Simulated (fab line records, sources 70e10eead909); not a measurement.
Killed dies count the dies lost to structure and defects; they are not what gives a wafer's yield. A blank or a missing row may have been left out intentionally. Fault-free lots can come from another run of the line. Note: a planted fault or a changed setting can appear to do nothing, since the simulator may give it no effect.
3 desks looking at one fault + flow nand harc + every desk sees just its own numbers, and what lay behind them comes last

## TOOL OWNER'S DESK, pecvd onon-01
The tool's own readings at NHARC_A_ONON_D2_DEP_09 (target thk 1000 nm): means of the sampled wafers that have a number, for each lot that ran on this tool. If a lot's mean is further than 4 standard deviations from the usual mean, the lot is out of limits and carries the mark OUT (the distance appears in the brackets).
Columns: A = n2o flow sccm at NHARC_A_ONON_D2_DEP_09, usual 2000 sccm
| lot  | first seen here | A    |
|------|-----------------|------|
| L986 | day 15 22:20    | 2002 |
| L989 | day 16 20:19    | 1999 |
| L994 | day 19 11:06    | 2007 |
| L999 | day 21 06:24    | 1999 |
This desk's finding: nothing out of limits on any of the 4 lots.

## THE DEFECT DESK
Inspection counts along the route, by lot: the mean over sampled wafers that carry a number. If a lot's mean is further than 4 standard deviations from the usual mean, the lot is out of limits and carries the mark OUT (the distance appears in the brackets).
Columns: A = raw defect count at NHARC_A_DECK1_JOINT_INSPECT_05, usual 333
| lot  | first seen here | A   |
|------|-----------------|-----|
| L979 | day 12 15:59    | 226 |
| L983 | day 14 13:37    | 486 |
| L986 | day 15 20:31    | 210 |
| L989 | day 16 18:26    | 815 |
| L991 | day 17 13:23    | 320 |
| L992 | day 18 12:24    | 332 |
| L993 | day 18 12:35    | 311 |
| L994 | day 19 09:20    | 223 |
| L997 | day 20 04:23    | 339 |
| L996 | day 20 04:28    | 212 |
| L998 | day 20 20:08    | 398 |
| L999 | day 21 04:32    | 399 |
| L100 | day 21 19:19    | 308 |
| L101 | day 21 22:02    | 271 |
This desk's finding: nothing out of limits on any of the 14 lots.

## METROLOGY DESK
What the gauges read for every lot (on any tool): the sampled wafers with a number, averaged. If a lot's mean is further than 4 standard deviations from the usual mean, the lot is out of limits and carries the mark OUT (the distance appears in the brackets).
Columns: A = thk nm at NHARC_A_ONON_D2_THK_MEAS_11, usual 1003 nm
| lot  | first seen here | A             |
|------|-----------------|---------------|
| L979 | day 12 18:16    | 998           |
| L983 | day 14 15:53    | 995           |
| L986 | day 15 22:47    | 844 (-16) OUT |
| L989 | day 16 20:43    | 550 (-45) OUT |
| L991 | day 17 15:40    | 1018          |
| L992 | day 18 14:41    | 992           |
| L993 | day 18 14:52    | 1013          |
| L994 | day 19 11:37    | 991           |
| L997 | day 20 06:39    | 992           |
| L996 | day 20 06:45    | 1014          |
| L998 | day 20 22:26    | 1008          |
| L999 | day 21 06:47    | 1004          |
| L100 | day 21 21:36    | 1028          |
| L101 | day 22 00:20    | 1002          |
This desk finds L986, L989 out of limits, L986 being first, at day 15 22:47 (thk nm at NHARC_A_ONON_D2_THK_MEAS_11). In limits: L979, L983, L991, L992, L993, L994, L997, L996, L998, L999, L100, L101.

## ALL TOGETHER
At day 15 22:47 the metrology desk could have sounded an alarm, on L986, L989.
The tool owner's desk saw nothing out of limits.
Nothing the defect desk looked at was out of limits.
The tool owner's desk has L986, L989 on record, within its limits.
The defect desk has L986, L989 on record, within its limits.
All the named lots went through NHARC_A_ONON_D2_DEP_09 on pecvd onon-01.

## WHAT THE SIMULATOR HAD PUT IN
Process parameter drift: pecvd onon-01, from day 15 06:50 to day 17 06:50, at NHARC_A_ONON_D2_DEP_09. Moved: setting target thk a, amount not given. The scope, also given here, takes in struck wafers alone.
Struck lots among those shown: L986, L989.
Hours from the fault's start to each desk's first reading out of limits: the metrology desk, 16.
